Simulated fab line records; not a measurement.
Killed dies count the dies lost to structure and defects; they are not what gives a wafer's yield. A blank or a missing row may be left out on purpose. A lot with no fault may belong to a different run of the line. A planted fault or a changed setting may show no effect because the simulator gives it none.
Which tool is to blame? -- flow nand harc -- 39 wafers from 13 lots sampled at 5 of the route's 1302 steps

== WHAT EACH GAUGE READ, for each wafer ==
NHARC_P_GATE_OVL_MEAS_27.
lot,measured,on,overlay x nm (nm),overlay y nm (nm)
L923,day 5 00:31,overlay-02,-0.6 -1.3 -1.0,1.2 1.3 1.5
L924,day 5 15:13,overlay-01,0.5 1.3 1.4,-0.2 -0.1 -0.4
L925,day 5 19:46,overlay-02,1.2 0.9 0.8,0.3 -0.2 0.1
L926,day 6 08:47,overlay-01,0.6 0.7 -0.1,0.1 -0.6 -0.4
L929,day 7 10:55,overlay-01,0.1 0.2 -0.4,-1.1 -0.4 -0.6
L930,day 8 02:31,overlay-02,-0.1 0.8 1.0,-0.6 -1.2 -0.4
L936,day 10 14:17,overlay-01,-1.3 -0.9 0.0,0.0 0.0 -0.6
L937,day 11 04:44,overlay-02,0.7 1.1 1.0,0.0 -0.1 0.0
L938,day 11 05:00,overlay-02,-0.8 -0.9 -1.0,-0.7 -1.2 -0.4
L939,day 11 23:20,overlay-01,1.8 1.6 1.9,-1.8 -1.3 -2.0
L942,day 13 03:49,overlay-01,-0.7 -0.6 -1.2,1.0 1.3 0.4
L945,day 14 04:49,overlay-02,0.1 0.0 0.2,-0.8 -1.1 -1.4
L946,day 14 14:49,overlay-01,-0.6 -0.8 -0.5,0.0 0.2 -0.4

NHARC_END_SORT_01.
lot,measured,on,killed at array,killed at other,killed at periphery,killed dies,killed open,killed short
L923,day 24 14:13,prober-02,58 60 63,2 2 2,9 10 11,69 72 76,4 3 5,3 0 0
L924,day 25 07:35,prober-01,73 68 57,0 2 2,5 3 2,78 73 61,3 3 3,4 2 3
L925,day 25 02:03,prober-02,31 26 22,0 0 0,2 6 2,33 32 24,3 5 3,1 2 1
L926,day 25 12:42,prober-02,22 23 19,0 0 0,11 4 5,33 27 24,5 7 4,1 5 1
L929,day 26 23:45,prober-01,65 72 70,0 0 1,4 0 1,69 72 72,2 1 1,2 1 1
L930,day 27 06:13,prober-02,84 62 75,1 0 5,0 4 4,85 66 84,5 4 1,3 2 5
L936,day 30 05:29,prober-02,70 73 67,0 0 1,3 2 4,73 75 72,7 3 2,2 3 3
L937,day 30 06:19,prober-01,38 50 47,1 1 0,6 5 2,45 56 49,6 6 2,2 3 4
L938,day 30 19:30,prober-02,48 52 55,1 3 4,4 7 4,53 62 63,3 3 2,6 2 2
L939,day 31 03:42,prober-01,54 41 49,1 1 2,2 2 4,57 44 55,1 6 5,4 1 5
L942,day 32 19:46,prober-01,54 58 64,1 0 0,0 6 3,55 64 67,3 2 3,2 3 4
L945,day 33 08:40,prober-02,44 49 55,0 1 0,2 2 2,46 52 57,3 1 4,2 0 7
L946,day 33 21:07,prober-01,24 19 19,2 0 2,4 4 0,30 23 21,2 7 3,1 1 4

== WHICH TOOL RAN EACH LOT (tool, then ch and the chambers of the sampled wafers, then the start) ==
lot,NHARC_P_GATE_ALD_36,NHARC_P_GATE_STRIP_111,NHARC_P_GATE_STRIP_75
L923,"ald sin-04 ch 2,3, day 5 01:52","plasma asher-01 ch 0,1, day 5 12:53","plasma asher-01 ch 0,1, day 5 13:04"
L924,"ald sin-03 ch 0,2, day 5 17:42","plasma asher-01 ch 0,1, day 6 03:41","plasma asher-01 ch 0,1, day 6 04:00"
L925,"ald sin-02 ch 0,3, day 5 21:06","plasma asher-02 ch 1, day 6 08:03","plasma asher-02 ch 1, day 6 08:22"
L926,"ald sin-04 ch 1,2,3, day 6 11:12","plasma asher-01 ch 0,1, day 6 21:11","plasma asher-01 ch 0,1, day 6 21:30"
L929,"ald sin-04 ch 1,3, day 7 13:40","plasma asher-02 ch 0,1, day 8 01:18","plasma asher-02 ch 0,1, day 8 01:34"
L930,"ald sin-03 ch 2,3, day 8 04:55","plasma asher-01 ch 0,1, day 8 14:56","plasma asher-01 ch 0,1, day 8 15:13"
L936,"ald sin-03 ch 0,3, day 10 15:38","plasma asher-01 ch 0,1, day 11 02:49","plasma asher-01 ch 0,1, day 11 03:07"
L937,"ald sin-02 ch 1,2,3, day 11 07:08","plasma asher-01 ch 0,1, day 11 17:09","plasma asher-01 ch 0,1, day 11 17:27"
L938,"ald sin-04 ch 0,2, day 11 06:22","plasma asher-01 ch 1, day 11 17:31","plasma asher-01 ch 1, day 11 17:50"
L939,"ald sin-03 ch 2,3, day 12 00:44","plasma asher-02 ch 0,1, day 12 11:46","plasma asher-02 ch 0,1, day 12 12:02"
L942,"ald sin-03 ch 0,1, day 13 05:10","plasma asher-01 ch 0,1, day 13 16:17","plasma asher-01 ch 0,1, day 13 16:33"
L945,"ald sin-03 ch 0,3, day 14 06:09","plasma asher-02 ch 0,1, day 14 17:21","plasma asher-02 ch 0,1, day 14 17:37"
L946,"ald sin-02 ch 0,2,3, day 14 17:14","plasma asher-02 ch 1, day 15 04:13","plasma asher-02 ch 1, day 15 04:31"
- NHARC_P_GATE_ALD_36: deposits SiNx, target thk 20 nm, pulse time 60 s, ald cycles 223.
- NHARC_P_GATE_STRIP_111: strips in N2/H2, time 250 s.
- NHARC_P_GATE_STRIP_75: strips in O2.

== AS READ BY THE TOOLS THEMSELVES (means over the sampled wafers that have a number; for cases with no such wafer, the mark the record gives instead) ==
NHARC_P_GATE_ALD_36.
lot,tool,heater power w (W),precursor pulse height rel
L923,ald sin-04,794,0.982
L924,ald sin-03,772,0.990
L925,ald sin-02,822,1.012
L926,ald sin-04,853,1.011
L929,ald sin-04,840,1.008
L930,ald sin-03,911,1.014
L936,ald sin-03,760,1.001
L937,ald sin-02,804,1.005
L938,ald sin-04,812,1.008
L939,ald sin-03,895,0.985
L942,ald sin-03,723,1.010
L945,ald sin-03,817,0.986
L946,ald sin-02,744,1.000

NHARC_P_GATE_STRIP_111.
lot,tool,drypump motor current A (A),heater power w (W)
L923,plasma asher-01,5.4,98
L924,plasma asher-01,5.5,92
L925,plasma asher-02,4.8,72
L926,plasma asher-01,5.5,90
L929,plasma asher-02,5.0,75
L930,plasma asher-01,5.4,100
L936,plasma asher-01,-,-
L937,plasma asher-01,-,-
L938,plasma asher-01,5.7,84
L939,plasma asher-02,5.0,76
L942,plasma asher-01,5.5,91
L945,plasma asher-02,5.2,80
L946,plasma asher-02,4.8,71

NHARC_P_GATE_STRIP_75.
lot,tool,drypump motor current A (A),heater power w (W)
L923,plasma asher-01,5.4,365
L924,plasma asher-01,5.5,339
L925,plasma asher-02,4.8,260
L926,plasma asher-01,5.6,338
L929,plasma asher-02,5.0,280
L930,plasma asher-01,5.4,368
L936,plasma asher-01,5.6,348
L937,plasma asher-01,5.4,373
L938,plasma asher-01,5.7,311
L939,plasma asher-02,5.0,284
L942,plasma asher-01,5.5,344
L945,plasma asher-02,5.2,300
L946,plasma asher-02,4.8,266

== THE ANSWER, worked out from the rows above alone ==
Rule: the usual values come from the lots themselves. Put in order of their means at a reading, lots are off if they are a third of the lots or fewer, leave a main group of 4 or more, and stand apart from it by a gap of 3 or more times the standard deviation of the main group's means; of several such gaps the widest counts. A main group whose means are all the same, to the digits that the tables above print for the reading, isn't used. Also off: a lot with no number at a reading for which 4 or more lots have one. The other lots that the step has rows for count as sound. Order of review: gauges by route order, followed by the tools' own readings, for which a lot's mean as printed above is used. The first step at which some lot is off is used, and at that step the reading that is off furthest; a lot without a number counts as furthest.
Off at NHARC_P_GATE_STRIP_111 (drypump motor current A): L936, L937. Without a number there: L936, L937. Mean 5.3 A and standard deviation 0.3 in the main group.
A tool fits if, at that step or a process step before it, it ran every lot that is off, and no sound lot after the first of them. Not one of the candidates tried fits.

== WHAT WAS PUT IN BY THE SIMULATOR ==
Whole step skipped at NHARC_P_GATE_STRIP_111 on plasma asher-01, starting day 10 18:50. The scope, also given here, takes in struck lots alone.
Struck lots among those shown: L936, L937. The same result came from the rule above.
